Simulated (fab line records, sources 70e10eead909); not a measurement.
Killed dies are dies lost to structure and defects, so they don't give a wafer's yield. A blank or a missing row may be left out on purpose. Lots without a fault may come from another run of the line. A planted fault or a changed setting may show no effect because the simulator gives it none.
fab line records | flow nand_harc
record lots=24 wafers=72 last_day=33
route steps=1302 shown P_GATE@190 P_CONTACT@219 P_M0@265
lots that met no fault: from a run of the same line without faults
start_h: hours from the record's first day to the start of the lot's first wafer shown | wait_h: hours since the lot's step before | " the same as in the row above | L1.1+2: a row that stands for several wafers | - no value, or no start given | * or withheld: withheld | < > ~ a bound
route shown NAME@n: a module of which the file shows steps, and the number in the route of the first | usual: mean/standard deviation of fault-free wafers | same: alike in all rows | chamber/n: place in a boat | sites: the reading at each site | _std_site: their standard deviation | _edge_site: outer sites' mean less inner sites' | radius_mm: how far each site lies from the wafer's centre | mask NAME#n: copy n | behind: the tool/chamber that last shaped the wafer | hold: why the lot was held/for how many hours/how that ended | device: the transistor (n, p or np) that didn't switch | end of line: the same wafers' tests at the end of the route | a step without rows: its recipe alone | killed: dies lost to structure and defects at the first sort, not the wafer's yield | map: a wafer's dies, x killed, . not, _ none there
set.NAME: the setting as run; set.NAME@STEP: as run at that earlier step | model.NAME: the simulator's own value behind a step, which no gauge read
steps of the route over a sample of lots; a table a step, a row a wafer
services: from which hour (start_h, from the record's first day; less than 0 if before it) a tool's chamber was out of use, for how many hours, and why
## steps
# step NHARC_P_GATE_STRIP_76
# recipe power_w=1500 temp_c=250 chemistry=O2
# usual drypump_motor_current_A=5.7/0.34 heater_power_w=351/35
# columns lot.wafer tool chamber start_h wait_h drypump_motor_current_A heater_power_w rf_hours_counter_h
L074.1 plasma_asher-01 0 114.42 0.2 6.2 342 26
L074.2 " 1 " " 5.9 399 26
L074.5 " 1 " " 5.9 400 -
L075.2 plasma_asher-02 0 114.61 0.2 5.5 350 6
L075.4 " 0 " " 5.5 332 -
L075.5 " 0 " " 5.5 342 -
L076.3 plasma_asher-02 0 126.83 0.2 5.5 353 -
L076.4 " 1 " " 5.3 317 -
L076.5 " 0 " " 5.5 352 -
L077.2 plasma_asher-01 1 140.05 0.2 5.9 406 31
L077.3 " 0 " " 6.2 345 -
L077.5 " 1 " " 5.9 410 -
L078.1 plasma_asher-01 0 149.55 0.2 6.2 336 34
L078.2 " 1 " " 5.9 405 34
L078.5 " 1 " " 5.9 399 -
L079.1 plasma_asher-02 1 159.30 0.2 5.3 316 14
L079.4 " 0 " " 5.5 339 -
L079.3 " 1 " " 5.3 326 -
L080.3 plasma_asher-02 0 171.67 0.2 5.5 345 -
L080.5 " 0 " " 5.5 346 -
L080.6 " 1 " " 5.3 322 -
L081.1 plasma_asher-02 1 178.31 0.2 5.3 315 21
L081.2 " 0 " " 5.5 342 21
L081.3 " 1 " " 5.3 320 -
L082.4 plasma_asher-01 0 190.77 0.2 6.2 348 -
L082.3 " 1 " " 5.9 408 -
L082.5 " 1 " " 5.9 424 -
L083.2 plasma_asher-02 1 200.04 0.2 5.3 319 25
L083.4 " 0 " " 5.4 345 -
L083.6 " 1 " " 5.3 333 -
L084.2 plasma_asher-02 1 216.31 0.2 5.3 323 27
L084.4 " 1 " " 5.3 317 -
L084.6 " 1 " " 5.3 322 -
L085.4 plasma_asher-01 0 218.83 0.2 6.2 349 -
L085.5 " 0 " " 6.2 351 -
L085.6 " 1 " " 5.9 410 -
L086.3 plasma_asher-01 0 227.19 0.2 6.2 335 -
L086.4 " 1 " " 5.9 417 -
L086.6 " 0 " " 6.2 353 -
L087.2 plasma_asher-02 0 241.20 0.2 5.5 344 34
L087.5 " 0 " " 5.5 346 -
L087.6 " 1 " " 5.3 321 -
L088.1 plasma_asher-01 0 259.52 0.2 6.2 338 19
L088.4 " 0 " " 6.2 348 -
L088.5 " 0 " " 6.2 345 -
L089.1 plasma_asher-01 0 259.89 0.2 6.2 343 19
L089.3 " 1 " " 5.9 419 -
L089.6 " 0 " " 6.2 345 -
L090.3 plasma_asher-01 1 277.01 0.2 5.9 427 -
L090.4 " 0 " " 6.2 340 -
L090.5 " 1 " " 5.9 416 -
L091.2 plasma_asher-01 1 286.31 0.2 5.9 404 23
L091.3 " 0 " " 6.2 344 -
L091.6 " 0 " " 6.2 344 -
L092.1 plasma_asher-02 0 286.63 0.2 5.5 342 5
L092.3 " 1 " " 5.3 327 -
L092.6 " 0 " " 5.5 347 -
L093.4 plasma_asher-02 1 300.42 0.2 5.3 320 -
L093.3 " 0 " " 5.5 345 -
L093.5 " 1 " " 5.3 313 -
L094.2 plasma_asher-02 0 312.59 0.2 5.5 340 10
L094.1 " 1 " " 5.3 307 10
L094.5 " 1 " " 5.3 316 -
L095.2 plasma_asher-02 0 320.10 0.2 5.5 346 12
L095.3 " 0 " " 5.5 344 -
L095.5 " 0 " " 5.5 336 -
L096.3 plasma_asher-02 1 334.23 0.1 5.3 323 -
L096.5 " 0 " " 5.5 342 -
L096.6 " 1 " " 5.3 318 -
L097.3 plasma_asher-02 0 338.93 0.2 5.5 337 -
L097.4 " 1 " " 5.3 315 -
L097.6 " 0 " " 5.5 336 -
# step NHARC_P_GATE_DESCUM_93
# recipe time_s=3 o2_flow_sccm=200 ar_flow_sccm=0 bias_power_w=0 chemistry=O2
# usual drypump_motor_current_A=5.9/0.52 oes_product_au=1.003/0.01 rf_vpp_V=57.7/0.92 showerhead_plenum_p_Torr=1.90/0.068 throttle_valve_pct=11.312/0.0084
# same bias_power_w=0
# columns lot.wafer tool chamber start_h wait_h drypump_motor_current_A oes_product_au rf_hours_counter_h rf_vpp_V showerhead_plenum_p_Torr throttle_valve_pct
L074.1 rie_diel-09 1 115.50 - 4.9 1.002 5 58.4 2.00 11.331
L074.2 " 0 " " 6.6 0.991 5 57.7 1.81 11.320
L074.5 " 2 " " 5.8 0.995 - 58.2 2.03 11.315
L075.2 rie_diel-01 0 115.70 - 6.7 0.976 8 57.4 1.91 11.300
L075.4 " 1 " " 5.4 0.999 8 56.6 1.80 11.320
L075.5 " 2 " " 5.9 1.005 - 58.0 1.94 11.314
L076.3 rie_diel-01 1 127.91 - 5.4 1.001 9 58.0 1.80 11.314
L076.4 " 2 " " 5.9 1.015 6 57.6 1.94 11.316
L076.5 " 1 " " 5.4 1.008 - 57.5 1.80 11.309
L077.3 rie_diel-01 3 141.14 - 6.4 1.016 8 58.2 1.88 11.318
L077.2 " 0 " " 6.6 0.991 9 58.8 1.91 11.299
L077.5 " 2 " " 5.9 1.007 - 56.0 1.94 11.306
L078.1 rie_diel-01 3 150.63 - 6.5 1.010 9 56.9 1.88 11.310
L078.2 " 0 " " 6.7 0.988 11 56.5 1.91 11.305
L078.5 " 3 " " 6.5 1.014 - 57.6 1.88 11.312
L079.3 rie_diel-03 0 160.39 - 6.0 1.013 2 58.7 1.87 11.307
L079.1 " 1 " " 5.5 1.001 3 56.6 1.89 11.317
L079.4 " 0 " " 6.0 1.020 - 57.6 1.87 11.319
L080.3 rie_diel-09 1 172.74 - 4.9 1.000 1 58.1 2.00 11.317
L080.5 " 0 " " 6.6 1.015 - 58.0 1.81 11.312
L080.6 " 1 " " 4.9 0.994 - 57.0 2.00 11.313
L081.1 rie_diel-03 3 179.39 - 5.8 1.021 4 58.1 1.93 11.305
L081.2 " 1 " " 5.5 1.015 4 57.5 1.89 11.312
L081.3 " 2 " " 5.1 1.028 3 56.7 1.79 11.303
L082.4 rie_diel-09 1 191.82 - 4.9 1.010 2 58.6 2.00 11.303
L082.3 " 2 " " 5.8 0.992 2 57.9 2.03 11.313
L082.5 " 1 " " 4.9 1.001 - 57.2 2.00 11.322
L083.2 rie_diel-03 1 200.98 - 5.5 0.997 5 58.6 1.89 11.319
L083.4 " 0 " " 6.0 1.001 4 57.2 1.87 11.334
L083.6 " 1 " " 5.5 0.996 - 58.9 1.89 11.318
L084.2 rie_diel-03 3 217.37 - 5.8 1.013 6 57.3 1.93 11.309
L084.4 " 2 " " 5.1 1.005 5 58.0 1.79 11.301
L084.6 " 0 " " 6.0 1.012 - 57.8 1.87 11.310
L085.4 rie_diel-01 2 219.76 - 5.9 1.001 0 57.8 1.94 11.298
L085.6 " 2 " " 5.9 0.997 - 58.3 1.94 11.292
L085.5 " 3 " " 6.4 0.994 - 58.3 1.88 11.314
L086.3 rie_diel-01 2 228.24 - 5.9 1.007 1 57.1 1.94 11.315
L086.4 " 0 " " 6.7 1.007 1 57.3 1.91 11.304
L086.6 " 3 " " 6.5 1.002 - 56.3 1.88 11.304
L087.2 rie_diel-01 0 242.29 - 6.7 1.000 2 58.1 1.91 11.317
L087.6 " 3 " " 6.4 0.990 - 56.6 1.88 11.299
L087.5 " 0 " " 6.7 1.005 - 56.5 1.91 11.311
L088.1 rie_diel-03 0 260.47 - 6.0 0.999 8 58.1 1.87 11.292
L088.4 " 2 " " 5.1 1.011 7 56.4 1.79 11.314
L088.5 " 0 " " 6.0 0.995 - 57.1 1.87 11.328
L089.1 rie_diel-01 1 260.97 - 5.4 1.000 2 58.6 1.79 11.303
L089.3 " 2 " " 5.9 0.999 2 58.1 1.94 11.318
L089.6 " 1 " " 5.4 1.000 - 57.8 1.79 11.309
L090.4 rie_diel-03 1 277.93 - 5.5 1.011 10 56.1 1.88 11.331
L090.3 " 3 " " 5.8 1.013 10 57.4 1.93 11.308
L090.5 " 2 " " 5.1 1.011 - 57.5 1.79 11.326
L091.3 rie_diel-09 1 287.43 - 4.9 1.004 9 58.9 2.00 11.320
L091.2 " 2 " " 5.8 0.985 9 58.8 2.03 11.318
L091.6 " 2 " " 5.8 0.995 - 58.8 2.03 11.318
L092.1 rie_diel-01 1 287.73 - 5.4 1.004 2 58.2 1.79 11.304
L092.3 " 2 " " 5.9 0.992 2 58.8 1.94 11.311
L092.6 " 3 " " 6.5 0.995 - 57.9 1.88 11.314
L093.4 rie_diel-01 3 301.36 - 6.5 0.994 3 57.6 1.88 11.298
L093.3 " 1 " " 5.4 1.005 3 57.7 1.79 11.316
L093.5 " 3 " " 6.4 0.992 - 56.2 1.88 11.318
L094.2 rie_diel-09 2 313.72 - 5.8 0.998 11 58.7 2.03 11.321
L094.1 " 3 " " 6.1 1.005 11 56.8 1.85 11.315
L094.5 " 1 " " 4.9 1.021 - 57.4 2.00 11.311
L095.3 rie_diel-03 1 321.05 - 5.5 0.999 2 58.2 1.88 11.310
L095.2 " 2 " " 5.1 1.013 1 56.9 1.79 11.318
L095.5 " 1 " " 5.5 0.988 - 59.6 1.88 11.314
L096.3 rie_diel-09 1 335.29 - 4.9 1.015 0 57.1 2.00 11.310
L096.5 " 3 " " 6.0 0.988 - 55.3 1.85 11.314
L096.6 " 0 " " 6.6 0.988 - 57.8 1.80 11.311
L097.4 rie_diel-01 3 339.87 - 6.4 0.995 6 56.8 1.88 11.315
L097.3 " 1 " " 5.4 1.013 7 56.8 1.79 11.308
L097.6 " 2 " " 5.9 1.014 - 58.7 1.94 11.326
# step NHARC_P_GATE_RTA_64
# recipe temp_c=1050 time_s=1
# usual lamp_power_pct=36/3.5 lamp_zone_6_pct=36/3.5 wafer_temp_C_max=1055.0/1.4
# columns lot.wafer tool chamber start_h wait_h lamp_power_pct lamp_zone_6_pct wafer_temp_C_max
L074.1 rtp_anneal-01 0 117.16 - 33 33 1053.2
L074.2 " 0 " " 33 33 1053.0
L074.5 " 0 " " 33 33 1052.5
L075.2 rtp_anneal-01 0 117.36 - 33 33 1054.0
L075.4 " 0 " " 33 33 1054.8
L075.5 " 0 " " 33 33 1053.3
L076.3 rtp_anneal-01 0 129.60 - 33 33 1055.1
L076.4 " 0 " " 33 33 1055.6
L076.5 " 0 " " 33 33 1054.3
L077.2 rtp_anneal-02 0 142.82 - 40 40 1055.7
L077.3 " 0 " " 40 40 1055.8
L077.5 " 0 " " 40 40 1057.1
L078.1 rtp_anneal-01 0 152.44 - 33 33 1053.4
L078.2 " 0 " " 33 33 1053.5
L078.5 " 0 " " 33 33 1054.5
L079.1 rtp_anneal-02 0 162.07 - 40 40 1055.8
L079.3 " 0 " " 40 40 1056.8
L079.4 " 0 " " 40 40 1055.8
L080.3 rtp_anneal-02 0 174.96 - 40 40 1055.2
L080.5 " 0 " " 40 40 1057.8
L080.6 " 0 " " 40 40 1055.3
L081.1 rtp_anneal-01 0 181.04 - 33 33 1054.7
L081.2 " 0 " " 33 33 1054.0
L081.3 " 0 " " 33 33 1055.4
L082.3 rtp_anneal-01 0 193.54 - 33 33 1054.7
L082.4 " 0 " " 33 33 1054.0
L082.5 " 0 " " 33 33 1055.1
L083.2 rtp_anneal-01 0 202.65 - 33 33 1054.8
L083.4 " 0 " " 33 33 1054.2
L083.6 " 0 " " 33 33 1052.8
L084.2 rtp_anneal-01 0 219.05 - 33 33 1053.2
L084.4 " 0 " " 33 33 1054.1
L084.6 " 0 " " 33 33 1052.8
L085.4 rtp_anneal-01 0 221.50 - 33 33 1053.7
L085.5 " 0 " " 33 33 1053.9
L085.6 " 0 " " 33 33 1054.8
L086.3 rtp_anneal-01 0 232.56 - 33 33 1053.1
L086.4 " 0 " " 33 33 1053.5
L086.6 " 0 " " 33 33 1053.9
L087.2 rtp_anneal-02 0 243.97 - 40 40 1054.9
L087.5 " 0 " " 40 40 1054.5
L087.6 " 0 " " 40 40 1056.0
L088.1 rtp_anneal-02 0 262.13 - 40 40 1055.0
L088.4 " 0 " " 40 40 1055.2
L088.5 " 0 " " 40 40 1056.6
L089.1 rtp_anneal-01 0 262.62 - 33 33 1053.5
L089.3 " 0 " " 33 33 1053.7
L089.6 " 0 " " 33 33 1054.3
L090.3 rtp_anneal-01 0 279.64 - 33 33 1054.5
L090.4 " 0 " " 33 33 1055.2
L090.5 " 0 " " 33 33 1053.8
L091.2 rtp_anneal-02 0 289.11 - 40 40 1055.4
L091.3 " 0 " " 40 40 1056.6
L091.6 " 0 " " 40 40 1057.6
L092.1 rtp_anneal-02 0 289.35 - 40 40 1057.9
L092.3 " 0 " " 40 40 1057.7
L092.6 " 0 " " 40 40 1055.2
L093.3 rtp_anneal-02 0 303.07 - 40 40 1055.4
L093.4 " 0 " " 40 40 1056.1
L093.5 " 0 " " 40 40 1055.2
L094.1 rtp_anneal-01 0 315.42 - 33 33 1053.8
L094.2 " 0 " " 33 33 1053.9
L094.5 " 0 " " 33 33 1054.3
L095.2 rtp_anneal-02 0 322.72 - 40 40 1054.9
L095.3 " 0 " " 40 40 1054.4
L095.5 " 0 " " 40 40 1057.0
L096.3 rtp_anneal-01 0 336.98 - 33 33 1054.3
L096.5 " 0 " " 33 33 1053.6
L096.6 " 0 " " 33 33 1053.7
L097.3 rtp_anneal-01 0 341.62 - 33 33 1054.0
L097.4 " 0 " " 33 33 1052.8
L097.6 " 0 " " 33 33 1054.8
# step NHARC_P_CONTACT_CMP_01
# recipe target_thk_nm=200 material=SiO2
# usual motor_current_A=11.6/1.5
# columns lot.wafer tool chamber start_h wait_h motor_current_A
L074.1 cmp-02 2 119.22 - 13.9
L074.2 " 3 " " 13.8
L074.5 " 2 " " 13.8
L075.2 cmp-03 3 119.37 - 11.0
L075.4 " 2 " " 11.5
L075.5 " 0 " " 13.7
L076.4 cmp-03 0 131.60 - 13.0
L076.3 " 2 " " 12.4
L076.5 " 3 " " 11.0
L077.3 cmp-02 1 144.86 - 10.1
L077.2 " 3 " " 13.9
L077.5 " 1 " " 9.9
L078.1 cmp-02 0 154.47 - 11.0
L078.2 " 2 " " 13.4
L078.5 " 0 " " 11.0
L079.4 cmp-04 3 164.11 - 14.0
L079.3 " 1 " " 10.9
L079.1 " 2 " " 10.4
L080.3 cmp-04 2 177.44 - 9.8
L080.6 " 2 " " 9.5
L080.5 " 3 " " 13.2
L081.1 cmp-03 1 183.08 - 10.8
L081.3 " 2 " " 11.8
L081.2 " 0 " " 14.0
L082.3 cmp-03 2 195.58 - 11.4
L082.4 " 3 " " 10.9
L082.5 " 0 " " 13.8
L083.2 cmp-03 1 204.74 - 10.0
L083.4 " 2 " " 11.7
L083.6 " 3 " " 10.8
L084.2 cmp-03 1 221.09 - 10.1
L084.4 " 3 " " 10.5
L084.6 " 0 " " 14.0
L085.4 cmp-04 0 223.53 - 10.7
L085.5 " 2 " " 9.5
L085.6 " 3 " " 13.9
L086.3 cmp-04 0 234.68 - 11.1
L086.4 " 1 " " 11.1
L086.6 " 0 " " 10.6
L087.2 cmp-04 3 246.00 - 13.3
L087.5 " 2 " " 10.1
L087.6 " 3 " " 13.7
L088.4 cmp-04 3 264.17 - 14.4
L088.1 " 2 " " 10.2
L088.5 " 3 " " 13.6
L089.3 cmp-03 3 264.69 - 11.1
L089.1 " 0 " " 13.7
L089.6 " 2 " " 12.2
L090.3 cmp-04 3 281.62 - 13.4
L090.4 " 1 " " 11.7
L090.5 " 3 " " 14.6
L091.2 cmp-04 2 291.18 - 9.8
L091.3 " 3 " " 14.6
L091.6 " 0 " " 10.6
L092.1 cmp-02 0 291.45 - 10.5
L092.3 " 1 " " 10.0
L092.6 " 1 " " 10.2
L093.4 cmp-02 3 305.11 - 13.3
L093.3 " 0 " " 10.8
L093.5 " 3 " " 14.2
L094.1 cmp-04 1 317.50 - 11.0
L094.2 " 0 " " 11.2
L094.5 " 2 " " 10.0
L095.2 cmp-04 1 324.75 - 11.4
L095.3 " 0 " " 11.0
L095.5 " 1 " " 11.3
L096.3 cmp-04 2 339.18 - 9.6
L096.5 " 0 " " 10.4
L096.6 " 1 " " 10.9
L097.4 cmp-04 1 343.63 - 11.0
L097.3 " 2 " " 10.1
L097.6 " 1 " " 10.7
# step NHARC_P_CONTACT_ETCH_35
# recipe target_depth_a=390 over_etch_frac=0.3 time_s=65 ion_energy_ev=80 cf4_flow_sccm=150 ar_flow_sccm=0 rf_w=300 bias_w=100 chemistry=CF4
# usual drypump_motor_current_A=5.6/0.43 oes_product_au=1.003/0.012 rf_vpp_V=151.6/1.1 showerhead_plenum_p_Torr=1.78/0.055 throttle_valve_pct=13.283/0.0088
# columns lot.wafer tool chamber start_h wait_h drypump_motor_current_A oes_product_au rf_hours_counter_h rf_vpp_V showerhead_plenum_p_Torr throttle_valve_pct
L074.2 rie_diel-12 2 120.30 0.1 6.2 0.992 1.0 151.6 1.75 13.291
L074.1 " 3 " " 6.2 0.978 0.9 151.3 1.70 13.288
L074.5 " 1 " " 4.9 1.008 - 152.6 1.79 13.298
L075.4 rie_diel-02 1 120.47 0.1 5.9 0.983 1.2 153.0 1.84 13.280
L075.2 " 0 " " 5.0 1.006 1.3 151.7 1.72 13.281
L075.5 " 1 " " 5.9 0.985 - 152.9 1.84 13.284
L076.3 rie_diel-02 3 132.67 0.1 6.2 0.997 1.7 152.5 1.81 13.272
L076.4 " 0 " " 5.0 1.010 1.9 151.1 1.72 13.272
L076.5 " 0 " " 5.0 1.023 - 150.4 1.72 13.281
L077.2 rie_diel-06 3 145.81 0.1 5.2 1.007 0.0 150.5 1.78 13.280
L077.3 " 1 " " 5.5 1.024 0.1 147.9 1.70 13.270
L077.5 " 3 " " 5.2 1.007 - 151.2 1.78 13.272
L078.1 rie_diel-06 1 155.57 0.1 5.5 1.018 0.7 150.5 1.70 13.285
L078.2 " 2 " " 5.8 1.016 0.6 151.3 1.78 13.313
L078.5 " 1 " " 5.5 1.010 - 151.1 1.70 13.267
L079.4 rie_diel-02 2 165.08 0.1 5.3 0.990 2.7 152.5 1.88 13.278
L079.1 " 3 " " 6.2 0.992 2.6 152.1 1.81 13.294
L079.3 " 0 " " 5.0 1.022 2.6 150.6 1.72 13.282
L080.3 rie_diel-06 1 178.55 0.1 5.5 1.029 1.4 150.9 1.70 13.288
L080.6 " 3 " " 5.2 0.992 - 150.5 1.78 13.272
L080.5 " 0 " " 5.5 1.006 - 152.4 1.82 13.285
L081.1 rie_diel-02 1 184.18 0.1 5.9 0.981 3.3 152.2 1.84 13.283
L081.2 " 2 " " 5.3 1.007 3.5 153.1 1.88 13.283
L081.3 " 3 " " 6.2 1.000 3.4 152.0 1.81 13.282
L082.3 rie_diel-12 3 200.42 0.1 6.2 0.989 4.7 151.5 1.70 13.272
L082.4 " 2 " " 6.2 0.998 4.0 152.8 1.75 13.275
L082.5 " 0 " " 5.7 1.008 - 150.8 1.83 13.303
L083.2 rie_diel-12 2 205.79 0.1 6.2 0.993 4.4 150.4 1.75 13.275
L083.4 " 3 " " 6.3 0.996 5.1 150.5 1.70 13.274
L083.6 " 1 " " 4.9 1.024 - 152.1 1.79 13.289
L084.4 rie_diel-12 2 222.05 0.1 6.2 1.009 5.8 152.0 1.75 13.274
L084.2 " 3 " " 6.2 0.986 6.1 148.5 1.70 13.291
L084.6 " 0 " " 5.7 1.012 - 152.3 1.83 13.276
L085.4 rie_diel-06 1 224.46 0.1 5.5 1.012 2.6 150.5 1.70 13.288
L085.6 " 0 " " 5.5 1.003 - 152.4 1.82 13.283
L085.5 " 1 " " 5.5 1.006 - 150.6 1.70 13.285
L086.4 rie_diel-12 3 235.78 0.1 6.2 0.991 6.6 149.2 1.70 13.279
L086.3 " 1 " " 4.9 1.019 6.9 151.1 1.79 13.283
L086.6 " 3 " " 6.2 0.993 - 151.4 1.70 13.274
L087.2 rie_diel-06 0 247.09 0.1 5.5 0.996 2.9 152.7 1.82 13.281
L087.6 " 1 " " 5.5 1.013 - 150.3 1.70 13.285
L087.5 " 2 " " 5.8 1.002 - 150.8 1.78 13.286
L088.1 rie_diel-12 1 265.29 0.1 4.9 1.011 7.5 151.3 1.79 13.292
L088.4 " 3 " " 6.2 0.979 8.3 151.0 1.70 13.285
L088.5 " 0 " " 5.7 1.000 - 152.1 1.83 13.295
L089.1 rie_diel-02 3 265.77 0.1 6.2 1.004 0.4 151.6 1.81 13.283
L089.3 " 0 " " 5.0 1.000 0.8 150.9 1.72 13.282
L089.6 " 3 " " 6.2 0.995 - 151.2 1.81 13.276
L090.4 rie_diel-12 1 282.73 0.1 4.9 1.024 0.8 149.9 1.79 13.285
L090.3 " 2 " " 6.2 0.998 0.6 150.4 1.75 13.283
L090.5 " 1 " " 4.9 1.012 - 152.8 1.79 13.280
L091.3 rie_diel-06 1 292.11 0.1 5.5 1.009 3.7 150.4 1.70 13.283
L091.2 " 3 " " 5.2 0.990 3.9 152.3 1.78 13.298
L091.6 " 0 " " 5.5 1.007 - 151.6 1.82 13.281
L092.1 rie_diel-02 3 292.56 0.1 6.2 1.019 1.2 152.7 1.81 13.272
L092.3 " 2 " " 5.3 1.014 1.3 152.5 1.88 13.276
L092.6 " 3 " " 6.2 1.009 - 151.8 1.81 13.273
L093.3 rie_diel-12 2 306.07 0.1 6.2 0.992 2.2 153.4 1.75 13.283
L093.4 " 3 " " 6.2 1.008 1.6 150.5 1.70 13.288
L093.5 " 1 " " 4.9 1.028 - 152.2 1.79 13.277
L094.1 rie_diel-06 0 318.61 0.1 5.5 0.998 0.0 151.9 1.82 13.291
L094.2 " 1 " " 5.5 1.004 0.0 151.1 1.70 13.283
L094.5 " 3 " " 5.2 0.997 - 151.4 1.78 13.291
L095.3 rie_diel-02 1 325.85 0.1 5.9 0.995 2.3 152.1 1.84 13.279
L095.2 " 2 " " 5.3 1.020 2.2 153.6 1.88 13.265
L095.5 " 1 " " 5.9 1.003 - 153.5 1.84 13.283
L096.3 rie_diel-06 3 340.71 0.5 5.3 0.984 0.8 152.1 1.78 13.289
L096.6 " 3 " " 5.3 0.982 - 151.3 1.78 13.282
L096.5 " 0 " " 5.5 0.988 - 152.9 1.82 13.285
L097.3 rie_diel-12 0 344.73 0.1 5.7 1.006 3.9 153.5 1.83 13.297
L097.6 " 2 " " 6.2 0.999 - 150.5 1.75 13.293
L097.4 " 0 " " 5.7 1.012 - 153.6 1.83 13.283
# step NHARC_P_M0_INSPECT_11
# usual raw_defect_count=4.5/2.5
# columns lot.wafer tool chamber start_h wait_h raw_defect_count
L074.1 defect_inspect-01 - 124.31 0.0 9
L074.2 " - " " 10
L074.5 " - " " 7
L075.2 defect_inspect-02 - 124.49 0.0 2
L075.4 " - " " 3
L075.5 " - " " 4
L076.3 defect_inspect-02 - 136.74 0.0 5
L076.4 " - " " 6
L076.5 " - " " 2
L077.2 defect_inspect-02 - 149.82 0.0 6
L077.3 " - " " 4
L077.5 " - " " 12
L078.1 defect_inspect-02 - 159.60 0.0 4
L078.2 " - " " 3
L078.5 " - " " 6
L079.1 defect_inspect-02 - 169.63 0.0 6
L079.3 " - " " 1
L079.4 " - " " 4
L080.3 defect_inspect-01 - 182.57 0.0 2
L080.5 " - " " 1
L080.6 " - " " 2
L081.1 defect_inspect-01 - 188.47 0.0 3
L081.2 " - " " 3
L081.3 " - " " 5
L082.3 defect_inspect-02 - 204.49 0.0 3
L082.4 " - " " 3
L082.5 " - " " 2
L083.2 defect_inspect-01 - 209.71 0.0 5
L083.4 " - " " 4
L083.6 " - " " 4
L084.2 defect_inspect-01 - 226.44 0.0 1
L084.4 " - " " 4
L084.6 " - " " 1
L085.4 defect_inspect-01 - 228.50 0.0 4
L085.5 " - " " 3
L085.6 " - " " 3
L086.3 defect_inspect-02 - 239.88 0.0 11
L086.4 " - " " 7
L086.6 " - " " 7
L087.2 defect_inspect-02 - 250.97 0.0 6
L087.5 " - " " 8
L087.6 " - " " 6
L088.1 defect_inspect-02 - 269.32 0.0 6
L088.4 " - " " 1
L088.5 " - " " 4
L089.1 defect_inspect-01 - 269.87 0.0 4
L089.3 " - " " 2
L089.6 " - " " 4
L090.3 defect_inspect-01 - 287.00 0.0 6
L090.4 " - " " 5
L090.5 " - " " 6
L091.2 defect_inspect-02 - 296.16 0.0 2
L091.3 " - " " 6
L091.6 " - " " 0
L092.1 defect_inspect-02 - 296.57 0.0 4
L092.3 " - " " 4
L092.6 " - " " 8
L093.3 defect_inspect-02 - 309.97 0.0 5
L093.4 " - " " 2
L093.5 " - " " 3
L094.1 defect_inspect-02 - 322.64 0.0 10
L094.2 " - " " 6
L094.5 " - " " 3
L095.2 defect_inspect-01 - 330.05 0.0 3
L095.3 " - " " 5
L095.5 " - " " 1
L096.3 defect_inspect-02 - 357.92 0.0 7
L096.5 " - " " 5
L096.6 " - " " 7
L097.3 defect_inspect-02 - 359.08 0.1 2
L097.4 " - " " 4
L097.6 " - " " 3
## services
# columns tool chamber start_h hours kind
rie_diel-12 - 91.40 9.0 pm
rie_diel-01 3 93.59 4.4 repair
cmp-04 - 111.26 4.0 pm
plasma_asher-02 - 142.46 1.9 repair
plasma_asher-01 - 165.24 9.0 pm
cmp-04 - 171.10 0.3 repair
rie_diel-12 2 172.46 6.1 repair
rie_diel-12 2 184.43 9.1 repair
rie_diel-01 - 203.84 9.0 pm
cmp-04 - 209.26 4.0 pm
rie_diel-12 - 213.89 0.5 repair
rie_diel-12 - 223.00 1.3 repair
cmp-04 - 223.66 1.7 repair
plasma_asher-02 - 245.17 5.9 repair
plasma_asher-02 - 251.10 9.0 pm
cmp-04 - 257.12 0.9 repair
rie_diel-12 - 268.40 9.0 pm
rie_diel-01 1 283.32 3.1 repair
rie_diel-01 3 291.85 2.0 repair
cmp-04 - 307.26 4.0 pm
rie_diel-12 2 318.60 1.7 repair
cmp-04 - 334.97 1.6 repair
plasma_asher-01 - 342.24 9.0 pm
rie_diel-12 1 344.53 3.6 repair
## key
fault none
